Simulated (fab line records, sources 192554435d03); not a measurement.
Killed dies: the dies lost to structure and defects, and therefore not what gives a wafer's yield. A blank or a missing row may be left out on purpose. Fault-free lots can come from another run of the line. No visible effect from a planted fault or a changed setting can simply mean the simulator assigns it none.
Split-lot study	flow n5 finfet	7 lots, 21 wafers read, on a route of 1938 steps

## SPLIT DETAILS
At N5_BEOL_M12_ILD_DEP_00 (deposits SiOC from DEMS/O2, target thk 658.92 nm, time 130.7 s), the setting time s was moved away from the recipe's 130.7 s on 4 of the 21 wafers read, by +10.8% to +14.7%. The other wafers ran this setting at the recipe's value.

Between the split and the reading, the file records no step.

## THE READING
M12_ILD_THK in nanometres, read at N5_BEOL_M12_THK_MEAS_01. Typical for fault-free wafers on this fab line: 654 nm, with standard deviation 9.3 nm.

wafer	tool, chamber at the split	time s as run, s	against the recipe	M12_ILD_THK, nm	against lot-mates on the recipe
L074.1	pecvd-02, 2	130.7	recipe	644	-
L074.3	pecvd-02, 1	130.7	recipe	652	-
L074.6	pecvd-02, 1	130.7	recipe	662	-
L078.3	pecvd-04, 0	130.7	recipe	640	-
L078.4	pecvd-04, 0	147.6	+12.9%	734	+94
L078.6	pecvd-04, 1	147.6	+12.9%	750	+110
L081.1	pecvd-04, 1	130.7	recipe	659	-
L081.4	pecvd-04, 0	130.7	recipe	658	-
L081.6	pecvd-04, 2	130.7	recipe	664	-
L084.2	pecvd-04, 0	144.8	+10.8%	710	+58
L084.3	pecvd-04, 2	130.7	recipe	654	-
L084.5	pecvd-04, 0	130.7	recipe	649	-
L087.4	pecvd-02, 0	130.7	recipe	657	-
L087.5	pecvd-02, 1	130.7	recipe	652	-
L087.6	pecvd-02, 2	130.7	recipe	652	-
L093.1	pecvd-04, 1	130.7	recipe	661	-
L093.2	pecvd-04, 0	130.7	recipe	662	-
L093.6	pecvd-04, 1	130.7	recipe	677	-
L092.3	pecvd-04, 0	130.7	recipe	645	-
L092.5	pecvd-04, 2	130.7	recipe	656	-
L092.6	pecvd-04, 0	149.9	+14.7%	756	+106

FIT RESULTS
A straight line over all 21 wafers: M12_ILD_THK changes by +6.47 nm for each +1% of time s; r = +0.97; the points scatter about the line by 9.3 nm.
The same after taking each lot's own level away (the mean of its wafers on the recipe; 21 wafers): +7.24 nm for each +1%; r = +0.98; scatter 7.6 nm.
Per that fit: largest time s move, reading shift of 1.1e+02 nm.
The span of the lots' own levels, 640.0 to 666.7 nm, comes to 2.9 times the standard deviation stated above.
In other words, the slope is changed by the lot-to-lot level; the two fits disagree.
Check: with one of the wafers moved furthest among these (+14.7%) left out of the fit, the line predicts +107 nm for it against its lot-mates. Against them it came out at +106 nm.

## OTHER SPLITS ON THESE WAFERS
Other splits were also applied to these wafers ahead of the reading. Each is held against what the fit with the lots' levels taken away leaves over:
other split on the same wafers	wafers away from the commonest value	r with M12_ILD_THK (lot level and that fit taken away)
N5_BEOL_M6_TRENCH_ETCH_37 bias w	8	+0.11
N5_BEOL_M7_DEP_56 time s	8	-0.11
N5_BEOL_M8_ILD_DEP_00 time s	9	-0.40
N5_BEOL_M9_COAT_75 spin rpm	10	+0.03
N5_BEOL_M10_ETCH_41 source w	10	-0.14
N5_BEOL_M11_EXPOSE_25 dose mj	4	+0.48

## THE WHOLE CHAIN: every reading that the file lists as answering this split, in the file's order
step	what it does	reading	change (the file's fit)	r (the file's)
N5_BEOL_M12_ILD_DEP_00	deposits SiOC from DEMS/O2, target thk 658.92 nm, time 130.7 s	SiOC_of_BEOL_M12_ILD_DEP_00.thk nm (the simulator's own value, which no gauge read)	+6.98 nm for each +1% of the setting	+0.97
N5_BEOL_M12_THK_MEAS_01		M12_ILD_THK	+6.99 for each +1% of the setting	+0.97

## FILE'S OWN FIT
M12_ILD_THK changes by +6.99 nm for each +1% of time s, r = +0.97.
